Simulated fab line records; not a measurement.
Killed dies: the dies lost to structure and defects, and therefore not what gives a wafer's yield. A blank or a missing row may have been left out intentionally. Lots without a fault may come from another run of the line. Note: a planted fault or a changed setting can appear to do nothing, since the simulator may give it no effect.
Chamber matching / flow n5Finfet / rieDiel-02 running N5_BEOL_M10_ETCH_61: 4 sister chambers
The step etches SiARC in CF4, target depth 39 nm, time 65 s. 22 wafers are shown with their chamber, then 11 later ones without.

## WAFERS, EACH WITH ITS CHAMBER
wafer=L074.1; chamber=1; drypumpMotorCurrentA (A)=6.3; showerheadPlenumPTorr (Torr)=2.18; throttleValvePct (%)=15.65
wafer=L074.2; chamber=0; drypumpMotorCurrentA (A)=5.9; showerheadPlenumPTorr (Torr)=2.12; throttleValvePct (%)=15.72
wafer=L074.3; chamber=2; drypumpMotorCurrentA (A)=6.0; showerheadPlenumPTorr (Torr)=2.16; throttleValvePct (%)=15.42
wafer=L075.2; chamber=1; drypumpMotorCurrentA (A)=6.3; showerheadPlenumPTorr (Torr)=2.18; throttleValvePct (%)=15.66
wafer=L075.3; chamber=2; drypumpMotorCurrentA (A)=6.0; showerheadPlenumPTorr (Torr)=2.16; throttleValvePct (%)=15.42
wafer=L075.6; chamber=2; drypumpMotorCurrentA (A)=6.0; showerheadPlenumPTorr (Torr)=2.16; throttleValvePct (%)=15.42
wafer=L080.2; chamber=3; drypumpMotorCurrentA (A)=5.6; showerheadPlenumPTorr (Torr)=2.20; throttleValvePct (%)=15.80
wafer=L080.3; chamber=0; drypumpMotorCurrentA (A)=5.9; showerheadPlenumPTorr (Torr)=2.11; throttleValvePct (%)=15.76
wafer=L080.6; chamber=1; drypumpMotorCurrentA (A)=6.3; showerheadPlenumPTorr (Torr)=2.18; throttleValvePct (%)=15.69
wafer=L081.1; chamber=0; drypumpMotorCurrentA (A)=5.9; showerheadPlenumPTorr (Torr)=2.11; throttleValvePct (%)=15.76
wafer=L081.3; chamber=2; drypumpMotorCurrentA (A)=6.0; showerheadPlenumPTorr (Torr)=2.16; throttleValvePct (%)=15.42
wafer=L081.6; chamber=2; drypumpMotorCurrentA (A)=6.0; showerheadPlenumPTorr (Torr)=2.16; throttleValvePct (%)=15.45
wafer=L084.1; chamber=1; drypumpMotorCurrentA (A)=6.3; showerheadPlenumPTorr (Torr)=2.17; throttleValvePct (%)=15.72
wafer=L084.2; chamber=2; drypumpMotorCurrentA (A)=6.0; showerheadPlenumPTorr (Torr)=2.16; throttleValvePct (%)=15.43
wafer=L084.4; chamber=2; drypumpMotorCurrentA (A)=6.0; showerheadPlenumPTorr (Torr)=2.16; throttleValvePct (%)=15.45
wafer=L086.2; chamber=2; drypumpMotorCurrentA (A)=6.0; showerheadPlenumPTorr (Torr)=2.16; throttleValvePct (%)=15.46
wafer=L086.3; chamber=1; drypumpMotorCurrentA (A)=6.2; showerheadPlenumPTorr (Torr)=2.17; throttleValvePct (%)=15.71
wafer=L086.4; chamber=2; drypumpMotorCurrentA (A)=6.0; showerheadPlenumPTorr (Torr)=2.16; throttleValvePct (%)=15.44
wafer=L085.1; chamber=2; drypumpMotorCurrentA (A)=6.0; showerheadPlenumPTorr (Torr)=2.16; throttleValvePct (%)=15.47
wafer=L085.4; chamber=1; drypumpMotorCurrentA (A)=6.2; showerheadPlenumPTorr (Torr)=2.17; throttleValvePct (%)=15.73
wafer=L085.5; chamber=3; drypumpMotorCurrentA (A)=5.6; showerheadPlenumPTorr (Torr)=2.20; throttleValvePct (%)=15.34
wafer=L089.2; chamber=1; drypumpMotorCurrentA (A)=6.3; showerheadPlenumPTorr (Torr)=2.17; throttleValvePct (%)=15.73

SIGNATURES (means of the wafers above)
reading=drypumpMotorCurrentA; chamber 0=5.900; chamber 1=6.271; chamber 2=6.000; chamber 3=5.600; scatter within a chamber=0.0282
reading=showerheadPlenumPTorr; chamber 0=2.1133; chamber 1=2.1743; chamber 2=2.1600; chamber 3=2.2000; scatter within a chamber=0.00364
reading=throttleValvePct; chamber 0=15.7467; chamber 1=15.6986; chamber 2=15.4380; chamber 3=15.5700; scatter within a chamber=0.0805
Rule: a wafer's distance from a chamber is the root of the sum, over the readings, of the square of ((its reading less the chamber's mean) divided by the reading's scatter). If the next closest chamber is less than 2 further off than the closest, the wafer can't be placed; otherwise it belongs to the closest. The scatter is the square root of a quotient: the sum, over the shown wafers, of each reading's squared deviation from its chamber's mean, divided by wafers minus chambers.

## WAFERS WITH NO CHAMBER GIVEN
wafer=L089.3; drypumpMotorCurrentA (A)=5.9; showerheadPlenumPTorr (Torr)=2.11; throttleValvePct (%)=15.78
wafer=L089.6; drypumpMotorCurrentA (A)=5.7; showerheadPlenumPTorr (Torr)=2.20; throttleValvePct (%)=15.33
wafer=L092.1; drypumpMotorCurrentA (A)=5.9; showerheadPlenumPTorr (Torr)=2.10; throttleValvePct (%)=15.83
wafer=L092.2; drypumpMotorCurrentA (A)=6.0; showerheadPlenumPTorr (Torr)=2.15; throttleValvePct (%)=15.47
wafer=L092.4; drypumpMotorCurrentA (A)=5.6; showerheadPlenumPTorr (Torr)=2.19; throttleValvePct (%)=15.35
wafer=L095.2; drypumpMotorCurrentA (A)=6.3; showerheadPlenumPTorr (Torr)=2.16; throttleValvePct (%)=15.76
wafer=L095.3; drypumpMotorCurrentA (A)=5.6; showerheadPlenumPTorr (Torr)=2.19; throttleValvePct (%)=15.36
wafer=L095.5; drypumpMotorCurrentA (A)=5.6; showerheadPlenumPTorr (Torr)=2.19; throttleValvePct (%)=15.36
wafer=L097.3; drypumpMotorCurrentA (A)=5.6; showerheadPlenumPTorr (Torr)=2.19; throttleValvePct (%)=15.38
wafer=L097.4; drypumpMotorCurrentA (A)=6.0; showerheadPlenumPTorr (Torr)=2.15; throttleValvePct (%)=15.49
wafer=L097.6; drypumpMotorCurrentA (A)=5.6; showerheadPlenumPTorr (Torr)=2.19; throttleValvePct (%)=15.36

## CHAMBER TAKEN BY EACH
wafer=L089.3; from the rows above=0; in truth=0
wafer=L089.6; from the rows above=3; in truth=3
wafer=L092.1; from the rows above=0; in truth=0
wafer=L092.2; from the rows above=2; in truth=2
wafer=L092.4; from the rows above=3; in truth=3
wafer=L095.2; from the rows above=1; in truth=1
wafer=L095.3; from the rows above=3; in truth=3
wafer=L095.5; from the rows above=3; in truth=3
wafer=L097.3; from the rows above=3; in truth=3
wafer=L097.4; from the rows above=2; in truth=2
wafer=L097.6; from the rows above=3; in truth=3
Correctly placed: 11 of 11. Not placeable from these rows: 0. Placed wrongly: 0.
